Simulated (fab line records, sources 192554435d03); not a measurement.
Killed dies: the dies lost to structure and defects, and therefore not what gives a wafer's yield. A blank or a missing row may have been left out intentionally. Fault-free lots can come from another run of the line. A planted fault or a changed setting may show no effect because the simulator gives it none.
Chamber matching | flow n5-finfet | 3 sister chambers for N5_BEOL_M14_ILD_DEP_00 on pecvd-04
The step deposits SiO2 from TEOS/O2, target thk 1119.3 nm, time 237.4 s. 3 wafers are shown with their chamber, then 12 later ones without.

## WAFERS WITH THEIR CHAMBER
wafer  | chamber | throttle-valve-pct (%)
L087.1 | 1       | 18.3
L092.2 | 0       | 18.8
L092.6 | 2       | 17.7

## WAFERS WHOSE CHAMBER IS MISSING
wafer  | throttle-valve-pct (%)
L091.1 | 18.5
L091.4 | 18.7
L091.5 | 18.3
L094.2 | 18.9
L094.3 | 18.6
L094.4 | 17.4
L097.2 | 17.6
L097.4 | 18.6
L097.5 | 17.4
L096.3 | 18.5
L096.4 | 18.9
L096.5 | 17.6

## WHICH CHAMBER EACH ONE RAN IN
wafer  | from the rows above     | in truth
L091.1 | can't be placed: 1 or 0 | 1
L091.4 | can't be placed: 0 or 1 | 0
L091.5 | 1                       | 1
L094.2 | 0                       | 0
L094.3 | can't be placed: 0 or 1 | 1
L094.4 | 2                       | 2
L097.2 | 2                       | 2
L097.4 | can't be placed: 0 or 1 | 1
L097.5 | 2                       | 2
L096.3 | can't be placed: 1 or 0 | 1
L096.4 | 0                       | 0
L096.5 | 2                       | 2
Placed correctly: 7 of 12. From these rows, 5 cannot be placed; in 5 the true chamber is one of the candidates. Placed wrongly: 0.
How it was worked out, from the rows above alone: a wafer's distance from a chamber is the root of the sum, over the readings, of the square of ((its reading less the chamber's mean) divided by the reading's scatter). The wafer belongs to the nearest chamber; if the next one is less than 2 further off, it can't be placed. A chamber's mean is the mean of its shown wafers. The scatter: with one shown wafer a chamber, the root of the mean of the squares of how far each hidden wafer lies from its nearest shown one.
